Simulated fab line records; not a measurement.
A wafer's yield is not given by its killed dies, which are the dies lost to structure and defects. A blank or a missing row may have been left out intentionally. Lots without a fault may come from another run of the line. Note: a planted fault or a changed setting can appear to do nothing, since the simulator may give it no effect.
fab line records	flow nand_harc	part 2 of 2: steps 5 to 6 of 6
[record] lots = 22	wafers = 66	last_day = 26
route steps=1159 shown A_CONTACT@910 A_BLC@980
lots untouched by any fault: they come from a run of this same line in which no faults occurred
start_h: hours from the record's opening day to when the first of the lot's shown wafers began	wait_h: hours from the lot's prior step to this one	" repeats the value in the row above	L1.1+2: several wafers, shown together as one row	- value missing, or start not given	* or withheld: withheld	< > ~ a bound
route shown NAME@n: NAME is a module with steps in the file, n the number in the route of the first one	usual: the fault-free wafers' mean and standard deviation	same: alike in all rows	chamber/n: place in a boat	sites: each site's reading	_std_site: the values' standard deviation	_edge_site: outer sites' mean less inner sites'	radius_mm: for every site, how far away it sits from the centre of the wafer	mask NAME#n: copy n	behind: the last tool/chamber to shape the wafer	hold: the reason the lot was held/the length of the hold in hours/how it ended	device: names the non-switching transistor (n, p or np)	end of line: at the end of the route, the tests of the same wafers	a step without rows: its recipe alone	killed: count of dies lost to structure and defects at first sort (not the wafer's yield)	map: per-die view of a wafer (x killed, . not killed, _ where there is no die)
set.NAME: the setting the step ran with; set.NAME@STEP: the setting that earlier step ran with	model.NAME: the simulator's own value behind a step, which no gauge read
one table for each step of the route and one row for each wafer, over a sample of lots
services: when a tool's chamber went out of use (start_h, in hours from the record's first day, below 0 if earlier), for how many hours, and the reason
[[steps]]
[step NHARC_A_CONTACT_ETCH_110]
[recipe] target_depth_a = 500	overetch_a = 50	time_s = 27.5	ion_energy_ev = 100	cf4_flow_sccm = 80	o2_flow_sccm = 20	ar_flow_sccm = 0	rf_w = 300	bias_w = 100	chemistry = CF4/O2
[usual] drypump_motor_current_A = 5.8/0.51	oes_o_777_au = 1.000/0.0048	oes_product_au = 1.000/0.01	rf_vpp_V = 197.5/1.2	showerhead_plenum_p_Torr = 1.32/0.045	throttle_valve_pct = 13.397/0.0092
lot.wafer	tool	chamber	start_h	wait_h	drypump_motor_current_A	oes_o_777_au	oes_product_au	rf_hours_counter_h	rf_vpp_V	showerhead_plenum_p_Torr	throttle_valve_pct
L074.4	rie_diel-01	1	383.13	0.1	5.4	1.003	0.996	13	197.4	1.39	13.406
L074.3	"	3	"	"	6.2	1.004	0.987	14	198.7	1.29	13.399
L074.5	"	2	"	"	5.1	1.001	1.014	-	196.0	1.29	13.398
L077.1	rie_diel-12	3	393.11	0.3	5.9	1.001	0.995	2	195.4	1.29	13.409
L077.2	"	1	"	"	5.4	1.001	1.015	2	198.7	1.36	13.402
L077.5	"	3	"	"	5.9	1.000	0.993	-	196.0	1.29	13.404
L075.3	rie_diel-01	2	394.22	0.1	5.1	0.995	1.022	15	196.8	1.29	13.390
L075.4	"	3	"	"	6.2	0.993	0.993	16	196.8	1.29	13.384
L075.5	"	0	"	"	5.7	0.996	1.001	-	198.3	1.32	13.387
L076.1	rie_diel-12	3	402.76	0.1	5.9	1.004	1.000	5	196.2	1.29	13.399
L076.4	"	0	"	"	6.7	1.005	1.009	6	197.2	1.31	13.396
L076.3	"	2	"	"	5.6	0.997	0.986	5	194.8	1.27	13.386
L078.1	rie_diel-01	1	404.44	0.1	5.4	0.992	1.000	18	199.2	1.39	13.400
L078.2	"	2	"	"	5.1	0.997	1.015	18	195.5	1.29	13.409
L078.4	"	0	"	"	5.6	0.994	0.992	19	197.0	1.32	13.389
L080.3	rie_diel-01	2	423.27	0.0	5.1	1.001	1.001	20	196.3	1.29	13.406
L080.2	"	1	"	"	5.4	1.014	1.007	21	198.7	1.39	13.402
L080.5	"	2	"	"	5.1	1.003	1.003	-	197.0	1.29	13.389
L079.2	rie_diel-01	3	432.93	0.1	6.2	1.002	0.987	23	197.7	1.29	13.402
L079.5	"	3	"	"	6.2	1.001	1.000	-	197.4	1.29	13.397
L079.4	"	2	"	"	5.1	0.999	1.009	-	196.3	1.29	13.399
L081.6	rie_diel-01	0	434.19	0.1	5.7	1.000	1.022	-	197.3	1.32	13.395
L081.5	"	2	"	"	5.1	0.997	1.006	-	195.0	1.29	13.406
L081.4	"	3	"	"	6.2	0.996	0.999	-	197.4	1.29	13.396
L083.4	rie_diel-01	3	436.33	0.1	6.2	0.995	0.990	23	197.1	1.29	13.406
L083.2	"	1	"	"	5.4	0.997	0.991	23	199.5	1.39	13.404
L083.3	"	2	"	"	5.1	1.003	1.006	23	196.5	1.29	13.389
L082.3	rie_diel-01	3	447.41	0.1	6.2	1.002	0.991	25	197.0	1.29	13.411
L082.6	"	3	"	"	6.2	1.003	0.997	-	197.7	1.29	13.406
L082.5	"	0	"	"	5.7	1.009	1.006	-	197.8	1.32	13.398
L087.4	rie_diel-01	1	460.09	0.1	5.4	1.004	1.003	28	199.3	1.39	13.401
L087.2	"	2	"	"	5.1	0.987	1.024	28	197.5	1.29	13.393
L087.6	"	1	"	"	5.4	0.992	0.978	-	197.4	1.39	13.396
L085.2	rie_diel-02	3	461.80	0.0	6.1	1.001	0.998	52	199.1	1.37	13.392
L085.4	"	2	"	"	5.4	1.002	1.001	51	199.6	1.43	13.393
L085.6	"	0	"	"	6.6	0.990	0.982	-	197.6	1.29	13.405
L086.2	rie_diel-02	0	468.68	0.1	6.6	1.001	0.982	50	195.4	1.29	13.397
L086.3	"	1	"	"	6.7	1.002	0.984	49	198.3	1.30	13.401
L086.6	"	0	"	"	6.6	0.999	0.989	-	196.7	1.29	13.405
L090.2	rie_diel-01	2	482.06	0.1	5.1	0.995	1.014	31	196.9	1.29	13.402
L090.5	"	2	"	"	5.1	1.002	1.009	-	197.5	1.29	13.392
L090.6	"	3	"	"	6.2	1.003	1.001	-	197.6	1.29	13.398
L088.2	rie_diel-02	2	483.41	0.1	5.4	1.004	0.995	59	199.0	1.43	13.398
L088.1	"	1	"	"	6.7	1.003	0.997	55	196.7	1.30	13.396
L088.5	"	2	"	"	5.4	1.005	0.999	-	198.5	1.43	13.399
L091.3	rie_diel-02	2	495.33	0.1	5.4	1.004	1.002	64	198.5	1.43	13.400
L091.2	"	0	"	"	6.6	0.995	0.987	59	198.1	1.29	13.394
L091.6	"	1	"	"	6.7	1.001	1.000	-	196.3	1.30	13.397
L092.4	rie_diel-12	1	495.67	0.1	5.3	1.000	1.016	38	197.8	1.35	13.376
L092.1	"	2	"	"	5.6	1.002	0.994	37	195.1	1.26	13.397
L092.3	"	3	"	"	5.9	1.004	0.997	38	197.4	1.28	13.385
L094.3	rie_diel-01	3	510.82	0.0	6.2	1.014	1.000	1	196.9	1.29	13.404
L094.1	"	1	"	"	5.4	0.996	1.001	1	198.8	1.39	13.418
L094.2	"	2	"	"	5.1	0.994	1.021	1	197.5	1.29	13.394
L093.2	rie_diel-01	2	513.44	0.1	5.1	1.005	1.019	2	195.8	1.29	13.390
L093.1	"	1	"	"	5.4	1.000	0.999	2	197.8	1.39	13.421
L093.5	"	3	"	"	6.2	0.999	0.983	-	197.3	1.29	13.404
L095.2	rie_diel-12	3	514.82	0.1	5.9	1.002	1.000	46	196.6	1.28	13.387
L095.3	"	0	"	"	6.7	0.993	0.999	30	195.8	1.30	13.384
L095.6	"	3	"	"	5.9	1.003	1.005	-	197.5	1.28	13.394
L096.2	rie_diel-02	1	537.95	0.1	6.7	0.995	1.013	8	197.5	1.29	13.408
L096.3	"	0	"	"	6.6	1.001	0.995	8	197.0	1.29	13.394
L096.6	"	1	"	"	6.7	1.005	1.014	-	196.1	1.29	13.407
L097.2	rie_diel-01	3	554.67	0.1	6.2	0.998	1.004	13	198.1	1.29	13.388
L097.4	"	2	"	"	5.1	0.993	1.029	13	196.8	1.28	13.395
L097.6	"	3	"	"	6.2	0.995	1.007	-	196.7	1.29	13.402
[step NHARC_A_BLC_ETCH_18]
[recipe] target_depth_a = 9100	c4f8_flow_sccm = 20	o2_flow_sccm = 10	ar_flow_sccm = withheld	rf_w = 600	bias_w = 1500	chemistry = C4F8/O2/Ar
[usual] oes_product_au = 0.952/0.023	rf_vpp_V = 980/5.8
lot.wafer	tool	chamber	start_h	wait_h	oes_product_au	rf_hours_counter_h	rf_vpp_V
L074.3	rie_diel-05	1	-	-	0.955	5	980
L074.4	"	2	"	"	0.966	5	987
L074.5	"	1	"	"	0.963	-	978
L077.2	rie_diel-06	1	-	-	0.967	15	983
L077.1	"	2	"	"	0.949	13	978
L077.5	"	1	"	"	0.965	-	985
L075.3	rie_diel-05	3	-	-	0.975	5	988
L075.4	"	1	"	"	0.972	7	979
L075.5	"	3	"	"	0.970	-	986
L076.1	rie_diel-05	1	-	-	0.965	7	980
L076.3	"	2	"	"	0.958	7	985
L076.4	"	3	"	"	0.995	6	989
L078.1	rie_diel-06	0	-	-	0.990	16	980
L078.2	"	1	"	"	0.983	16	984
L078.4	"	2	"	"	0.978	14	977
L080.2	rie_diel-05	1	-	-	0.918	10	978
L080.3	"	3	"	"	0.935	8	987
L080.5	"	1	"	"	0.932	-	979
L079.4	rie_diel-05	1	-	-	0.930	12	979
L079.2	"	2	"	"	0.924	12	986
L079.5	"	2	"	"	0.918	-	986
L081.4	rie_diel-06	3	-	-	0.971	2	984
L081.5	"	2	"	"	0.976	-	977
L081.6	"	3	"	"	0.956	-	983
L083.2	rie_diel-06	3	-	-	0.948	2	984
L083.4	"	1	"	"	0.973	2	981
L083.3	"	2	"	"	0.960	2	976
L082.3	rie_diel-05	1	-	-	0.935	13	978
L082.6	"	2	"	"	0.932	-	986
L082.5	"	3	"	"	0.950	-	987
L087.4	rie_diel-11	0	-	-	0.954	34	989
L087.2	"	1	"	"	0.955	37	981
L087.6	"	2	"	"	0.965	-	971
L085.4	rie_diel-06	0	-	-	0.953	4	979
L085.2	"	1	"	"	0.966	4	983
L085.6	"	0	"	"	0.963	-	980
L086.2	rie_diel-06	1	-	-	0.976	5	981
L086.3	"	2	"	"	0.982	5	977
L086.6	"	0	"	"	0.946	-	979
L090.2	rie_diel-05	2	-	-	0.911	18	986
L090.6	"	1	"	"	0.923	-	981
L090.5	"	2	"	"	0.910	-	986
L088.1	rie_diel-05	2	-	-	0.917	18	987
L088.2	"	0	"	"	0.943	17	969
L088.5	"	1	"	"	0.928	-	979
L091.2	rie_diel-06	0	-	-	0.930	7	980
L091.3	"	1	"	"	0.932	7	982
L091.6	"	3	"	"	0.914	-	983
L092.1	rie_diel-11	3	-	-	0.984	50	974
L092.4	"	0	"	"	0.968	49	989
L092.3	"	1	"	"	0.958	50	982
L094.2	rie_diel-05	2	-	-	0.932	20	987
L094.1	"	3	"	"	0.935	19	987
L094.3	"	0	"	"	0.933	19	969
L093.2	rie_diel-05	3	-	-	0.926	20	987
L093.1	"	0	"	"	0.937	20	969
L093.5	"	2	"	"	0.910	-	986
L095.3	rie_diel-11	1	-	-	0.918	59	980
L095.2	"	3	"	"	0.919	57	972
L095.6	"	0	"	"	0.927	-	988
L096.3	rie_diel-06	3	-	-	0.975	11	982
L096.2	"	2	"	"	0.963	10	976
L096.6	"	0	"	"	0.982	-	979
L097.2	rie_diel-05	2	-	-	0.961	3	986
L097.4	"	3	"	"	0.991	3	987
L097.6	"	1	"	"	0.954	-	978
[[services]]
tool	chamber	start_h	hours	kind
rie_diel-06	0	353.39	3.1	repair
rie_diel-06	2	360.25	8.9	repair
rie_diel-11	-	366.56	9.0	pm
rie_diel-01	0	372.97	-	clean
rie_diel-12	-	379.62	9.0	pm
rie_diel-12	0	412.71	46.5	repair
rie_diel-06	-	418.20	9.0	pm
har_cap_etch-01	-	420.51	0.6	repair
rie_diel-11	2	431.23	15.4	repair
rie_diel-01	1	432.22	3.1	repair
rie_diel-05	-	480.65	0.8	repair
rie_diel-01	2	485.49	7.9	repair
rie_diel-01	-	492.13	9.0	pm
rie_diel-02	-	505.00	9.0	pm
rie_diel-05	3	512.56	1.2	repair
rie_diel-05	-	517.67	9.0	pm
rie_diel-12	1	525.96	3.7	repair
rie_diel-05	2	533.69	13.7	repair
rie_diel-11	-	543.78	9.0	pm
rie_diel-12	0	544.56	18.8	repair
har_cap_etch-03	-	545.00	17.0	pm
rie_diel-11	-	556.31	1.4	repair
rie_diel-12	-	557.63	9.0	pm
rie_diel-11	2	565.42	9.0	repair
